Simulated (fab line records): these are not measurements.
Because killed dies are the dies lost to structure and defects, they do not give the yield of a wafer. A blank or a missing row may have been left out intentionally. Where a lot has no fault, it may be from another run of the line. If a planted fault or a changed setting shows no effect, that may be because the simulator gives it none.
The same fault as seen by 2 desks -- flow nand harc -- each desk holds nothing but its own numbers, with what lay behind them at the end

## DESK OF THE TOOL OWNER: pvd sputter-01
The tool's own readings at NHARC_P_M1_PVD_21 (deposits Cu, target thk 30 nm, time 20.49 s): means of the sampled wafers that have a number, for each lot that ran on this tool. The brackets show how far a lot's mean lies from the usual mean; more than 4 standard deviations puts the lot out of limits, marked OUT.
Columns: A = throttle valve pct at NHARC_P_M1_PVD_21, usual 30.5 %
lot,first seen here,A
L206,day 9 02:08,29.8
L211,day 11 03:12,30.5
L215,day 12 23:17,30.6
L217,day 14 03:55,30.6
L218,day 14 07:29,30.4
This desk found nothing out of limits on any of the 5 lots.

## THE METROLOGY DESK
What the gauges read, lot by lot, whatever tool the lot ran on: means of the sampled wafers that have a number. The brackets show how far a lot's mean lies from the usual mean; more than 4 standard deviations puts the lot out of limits, marked OUT.
Columns: A = cd nm at NHARC_A_BONDPAD_CD_MEAS_09, usual 500.9 nm
lot,first seen here,A
L200,day 23 20:31,501.4
L199,day 23 22:50,502.6
L203,day 24 10:04,500.7
L206,day 25 14:00,500.8
L205,day 25 20:24,502.7
L204,day 25 22:41,500.1
L208,day 27 02:34,499.0
L210,day 27 05:31,502.7
L211,day 27 19:13,500.2
L214,day 29 09:00,500.2
L215,day 29 14:49,500.2
L217,day 31 00:25,499.2
L218,day 31 04:59,500.8
This desk found nothing out of limits on any of the 13 lots.

## ALL TOGETHER
Nothing out of limits was seen by the tool owner's desk.
Metrology desk: nothing out of limits seen.

## WHAT WAS PUT IN BY THE SIMULATOR
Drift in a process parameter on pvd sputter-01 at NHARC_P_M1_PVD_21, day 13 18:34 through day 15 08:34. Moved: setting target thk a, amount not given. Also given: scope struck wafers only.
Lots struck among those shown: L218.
